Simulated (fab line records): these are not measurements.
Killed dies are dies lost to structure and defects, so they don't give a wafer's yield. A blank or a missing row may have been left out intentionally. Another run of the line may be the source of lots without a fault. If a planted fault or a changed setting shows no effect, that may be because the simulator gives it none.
Matching of chambers :: flow nand-harc :: 4 sister chambers for NHARC_A_CHANNEL_FILL_D1_ALD_02 on ald-hk-04
The step deposits SiO2, target thk 6 nm, pulse time 10 s, ald cycles 60. 8 wafers are shown with their chamber, then 10 later ones without.

WAFERS, EACH WITH ITS CHAMBER
wafer: L088.1
chamber: 2
heater-power-w (W): 482
precursor-pulse-height-rel: 0.976

wafer: L088.3
chamber: 1
heater-power-w (W): 434
precursor-pulse-height-rel: 0.991

wafer: L088.6
chamber: 2
heater-power-w (W): 452
precursor-pulse-height-rel: 0.988

wafer: L090.1
chamber: 0
heater-power-w (W): 486
precursor-pulse-height-rel: 0.985

wafer: L090.3
chamber: 3
heater-power-w (W): 515
precursor-pulse-height-rel: 1.013

wafer: L090.5
chamber: 3
heater-power-w (W): 502
precursor-pulse-height-rel: 0.999

wafer: L092.2
chamber: 0
heater-power-w (W): 502
precursor-pulse-height-rel: 0.977

wafer: L092.5
chamber: 1
heater-power-w (W): 431
precursor-pulse-height-rel: 1.002

WAFERS WITHOUT THEIR CHAMBER
wafer: L092.6
heater-power-w (W): 460
precursor-pulse-height-rel: 1.000

wafer: L095.1
heater-power-w (W): 467
precursor-pulse-height-rel: 0.998

wafer: L095.2
heater-power-w (W): 516
precursor-pulse-height-rel: 1.060

wafer: L095.4
heater-power-w (W): 445
precursor-pulse-height-rel: 1.007

wafer: L095.3
heater-power-w (W): 503
precursor-pulse-height-rel: 0.978

wafer: L095.5
heater-power-w (W): 441
precursor-pulse-height-rel: 0.979

wafer: L095.6
heater-power-w (W): 459
precursor-pulse-height-rel: 1.021

wafer: L094.2
heater-power-w (W): 512
precursor-pulse-height-rel: 1.005

wafer: L094.5
heater-power-w (W): 446
precursor-pulse-height-rel: 1.013

wafer: L094.6
heater-power-w (W): 520
precursor-pulse-height-rel: 0.971

WHICH CHAMBER EACH ONE RAN IN
wafer: L092.6
from the rows above: can't be placed: 1 or 2 or 0 or 3
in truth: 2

wafer: L095.1
from the rows above: can't be placed: 2 or 1 or 0 or 3
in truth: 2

wafer: L095.2
from the rows above: 3
in truth: 3

wafer: L095.4
from the rows above: can't be placed: 1 or 2
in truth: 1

wafer: L095.3
from the rows above: 0
in truth: 0

wafer: L095.5
from the rows above: can't be placed: 2 or 1
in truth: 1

wafer: L095.6
from the rows above: can't be placed: 1 or 3 or 2 or 0
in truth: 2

wafer: L094.2
from the rows above: 3
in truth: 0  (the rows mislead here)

wafer: L094.5
from the rows above: can't be placed: 1 or 2
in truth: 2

wafer: L094.6
from the rows above: can't be placed: 0 or 2
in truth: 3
2 of 10 placed correctly. From these rows, 7 cannot be placed; in 6 the true chamber is one of the candidates. Placed wrongly: 1.
How it was worked out, from the rows above alone: a wafer's distance from a chamber is the root of the sum, over the readings, of the square of ((its reading less the chamber's mean) divided by the reading's scatter). If the next closest chamber is less than 2 further off than the closest, the wafer can't be placed; otherwise it belongs to the closest. A chamber's mean is the mean of its shown wafers. The scatter: take each reading less its chamber's mean, square it, sum over the shown wafers, divide by the number of wafers less the number of chambers, and take the root.
